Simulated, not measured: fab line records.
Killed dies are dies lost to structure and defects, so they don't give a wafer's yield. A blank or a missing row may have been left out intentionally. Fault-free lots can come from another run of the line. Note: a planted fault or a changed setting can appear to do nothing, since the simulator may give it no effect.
Chamber matching ; flow n5-finfet ; pecvd-03 running N5_BEOL_M10_ILD_DEP_00: 3 sister chambers
The step deposits SiCOH lowk from DEMS/porogen, target thk 308.51 nm, time 58 s. 30 wafers are shown with their chamber, then 12 later ones without.

## WAFERS, EACH WITH ITS CHAMBER
wafer;chamber;throttle-valve-pct (%);showerhead-plenum-p-Torr (Torr);heater-power-w (W)
L074.1;2;13.0;5.751;294
L074.3;1;13.2;5.757;258
L074.5;1;13.4;5.765;266
L076.1;0;14.6;5.730;276
L076.4;1;13.3;5.767;278
L076.6;0;14.6;5.738;281
L077.1;2;13.1;5.761;315
L077.4;1;13.0;5.764;261
L077.6;0;14.3;5.726;314
L078.2;1;13.2;5.754;229
L078.4;1;13.6;5.765;244
L078.6;0;14.4;5.740;322
L080.1;0;14.4;5.733;308
L080.3;2;13.0;5.759;313
L080.5;2;13.1;5.752;317
L079.2;0;14.6;5.723;293
L079.3;2;12.7;5.746;268
L079.5;0;14.4;5.728;302
L082.1;0;14.6;5.734;328
L082.4;2;13.1;5.752;301
L082.5;0;14.6;5.752;259
L081.1;2;13.0;5.757;282
L081.2;0;14.5;5.734;268
L081.6;2;13.0;5.757;293
L087.2;0;14.5;5.720;278
L087.3;1;13.2;5.763;261
L087.6;1;13.1;5.759;269
L089.1;2;13.1;5.750;317
L089.4;0;14.4;5.720;301
L089.6;2;13.2;5.756;248

SIGNATURES (means of the wafers above)
reading;chamber 0;chamber 1;chamber 2;scatter within a chamber
throttle-valve-pct;14.492;13.250;13.030;0.14
showerhead-plenum-p-Torr;5.73150;5.76175;5.75410;0.00686
heater-power-w;294.17;258.25;294.80;20.9
Rule: for each reading, subtract the chamber's mean from the wafer's reading, divide by that reading's scatter and square the result; add these up over the readings and take the root, which gives the wafer's distance from the chamber. The wafer belongs to the nearest chamber; if the next one is less than 2 further off, it can't be placed. The scatter is the square root of a quotient: the sum, over the shown wafers, of each reading's squared deviation from its chamber's mean, divided by wafers minus chambers.

## WAFERS WITH NO CHAMBER GIVEN
wafer;throttle-valve-pct (%);showerhead-plenum-p-Torr (Torr);heater-power-w (W)
L091.2;13.2;5.764;286
L091.5;14.1;5.730;319
L091.6;13.4;5.739;233
L094.3;13.6;5.765;239
L094.5;13.1;5.776;243
L094.6;14.3;5.708;325
L096.1;13.1;5.755;279
L096.2;13.4;5.756;266
L096.5;13.4;5.762;269
L097.3;13.6;5.747;277
L097.4;13.5;5.752;286
L097.5;14.5;5.713;316

## WHICH CHAMBER EACH ONE RAN IN
wafer;from the rows above;in truth
L091.2;can't be placed: 1 or 2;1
L091.5;0;0
L091.6;can't be placed: 1 or 2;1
L094.3;1;1
L094.5;can't be placed: 1 or 2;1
L094.6;0;0
L096.1;can't be placed: 2 or 1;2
L096.2;can't be placed: 1 or 2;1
L096.5;can't be placed: 1 or 2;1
L097.3;can't be placed: 1 or 2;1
L097.4;can't be placed: 1 or 2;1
L097.5;0;0
Correctly placed: 4 of 12. Unplaceable from these rows: 8, with the true chamber sitting among the candidates in 8. Wrongly placed: 0.
